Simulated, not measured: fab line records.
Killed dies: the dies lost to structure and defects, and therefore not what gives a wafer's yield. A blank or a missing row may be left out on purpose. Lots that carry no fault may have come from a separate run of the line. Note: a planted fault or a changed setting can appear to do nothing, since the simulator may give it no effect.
Matching of chambers | flow nand harc | NHARC_A_CONTACT_DESCUM_47 on rie diel-04: 4 sister chambers
The step chemistry O2, time 3 s. 8 wafers are shown with their chamber, then 12 later ones without.

## WAFERS, EACH WITH ITS CHAMBER
wafer  | chamber | showerhead plenum p Torr (Torr) | drypump motor current A (A)
L082.6 | 0       | 1.89                            | 5.9
L084.2 | 0       | 1.89                            | 6.0
L083.1 | 2       | 1.96                            | 5.8
L087.4 | 3       | 2.01                            | 5.5
L087.6 | 1       | 1.90                            | 5.1
L085.1 | 2       | 1.96                            | 5.8
L085.2 | 3       | 2.00                            | 5.4
L085.3 | 1       | 1.90                            | 5.1

## WAFERS WITH NO CHAMBER GIVEN
wafer  | showerhead plenum p Torr (Torr) | drypump motor current A (A)
L088.2 | 1.96                            | 5.8
L088.3 | 1.90                            | 5.1
L088.6 | 1.96                            | 5.8
L091.4 | 1.88                            | 6.0
L091.5 | 1.90                            | 5.1
L091.6 | 1.88                            | 5.9
L090.1 | 1.89                            | 5.1
L090.3 | 2.00                            | 5.4
L090.6 | 1.89                            | 5.1
L094.1 | 1.89                            | 5.1
L094.2 | 1.96                            | 5.8
L094.5 | 1.88                            | 6.0

## WHICH CHAMBER EACH WENT THROUGH
wafer  | from the rows above | in truth
L088.2 | 2                   | 2
L088.3 | 1                   | 1
L088.6 | 2                   | 2
L091.4 | 0                   | 0
L091.5 | 1                   | 1
L091.6 | 0                   | 0
L090.1 | 1                   | 1
L090.3 | 3                   | 3
L090.6 | 1                   | 1
L094.1 | 1                   | 1
L094.2 | 2                   | 2
L094.5 | 0                   | 0
Correctly placed: 12 of 12. From these rows, 0 cannot be placed. Wrongly placed: 0.
How it was worked out, from the rows above alone: a wafer's distance from a chamber is the root of the sum, over the readings, of the square of ((its reading less the chamber's mean) divided by the reading's scatter). If the next closest chamber is less than 2 further off than the closest, the wafer can't be placed; otherwise it belongs to the closest. For every chamber, the mean is computed from those of its wafers that are shown. The scatter: the root of (the sum of the squares of (reading less its chamber's mean) over the shown wafers, divided by (wafers less chambers)).
